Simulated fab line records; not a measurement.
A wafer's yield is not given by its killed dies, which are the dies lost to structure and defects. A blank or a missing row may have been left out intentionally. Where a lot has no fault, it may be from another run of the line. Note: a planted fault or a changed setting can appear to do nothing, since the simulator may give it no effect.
Chamber matching ; flow n5-finfet ; N5_BEOL_M13_ETCH_67 on rie-diel-01: 4 sister chambers
The step etches SiARC in CF4, target depth 143 nm, time 238.3 s. 20 wafers are shown with their chamber, then 10 later ones without.

## WAFERS, EACH WITH ITS CHAMBER
wafer;chamber;drypump-motor-current-A (A);showerhead-plenum-p-Torr (Torr);etch-rf-on-time-s (s)
L077.4;1;5.5;2.20;248
L077.5;3;5.2;2.10;243
L077.6;2;5.9;2.11;242
L079.2;1;5.5;2.20;248
L079.3;3;5.2;2.10;243
L079.6;2;5.8;2.11;242
L078.1;3;5.2;2.10;245
L078.2;2;5.8;2.11;241
L078.6;1;5.5;2.20;249
L080.2;3;5.2;2.10;242
L080.3;1;5.5;2.20;245
L080.6;1;5.5;2.20;247
L087.3;3;5.2;2.10;239
L087.5;3;5.2;2.10;237
L087.6;0;5.3;2.17;235
L088.1;2;5.9;2.10;243
L088.5;1;5.5;2.19;254
L088.6;2;5.9;2.10;241
L091.1;1;5.5;2.19;251
L091.2;0;5.3;2.17;236

SIGNATURES, as means of the wafers listed above
reading;chamber 0;chamber 1;chamber 2;chamber 3;scatter within a chamber
drypump-motor-current-A;5.300;5.500;5.860;5.200;0.0274
showerhead-plenum-p-Torr;2.1700;2.1971;2.1060;2.1000;0.00405
etch-rf-on-time-s;235.50;248.86;241.80;241.50;2.47
Rule: a wafer's distance from a chamber is the root of the sum, over the readings, of the square of ((its reading less the chamber's mean) divided by the reading's scatter). The wafer belongs to the nearest chamber; if the next one is less than 2 further off, it can't be placed. The scatter: take each reading less its chamber's mean, square it, sum over the shown wafers, divide by the number of wafers less the number of chambers, and take the root.

## WAFERS WITH NO CHAMBER GIVEN
wafer;drypump-motor-current-A (A);showerhead-plenum-p-Torr (Torr);etch-rf-on-time-s (s)
L091.6;5.2;2.09;238
L090.2;5.3;2.17;236
L090.4;5.2;2.09;239
L090.5;5.9;2.10;240
L093.1;5.9;2.10;238
L093.3;5.3;2.17;230
L093.4;5.5;2.19;251
L096.4;5.5;2.18;255
L096.5;5.5;2.18;254
L096.6;5.9;2.10;239

## EACH ONE'S CHAMBER
wafer;from the rows above;in truth
L091.6;3;3
L090.2;0;0
L090.4;3;3
L090.5;2;2
L093.1;2;2
L093.3;0;0
L093.4;1;1
L096.4;1;1
L096.5;1;1
L096.6;2;2
10 of 10 placed correctly. Not placeable from these rows: 0. Wrongly placed: 0.
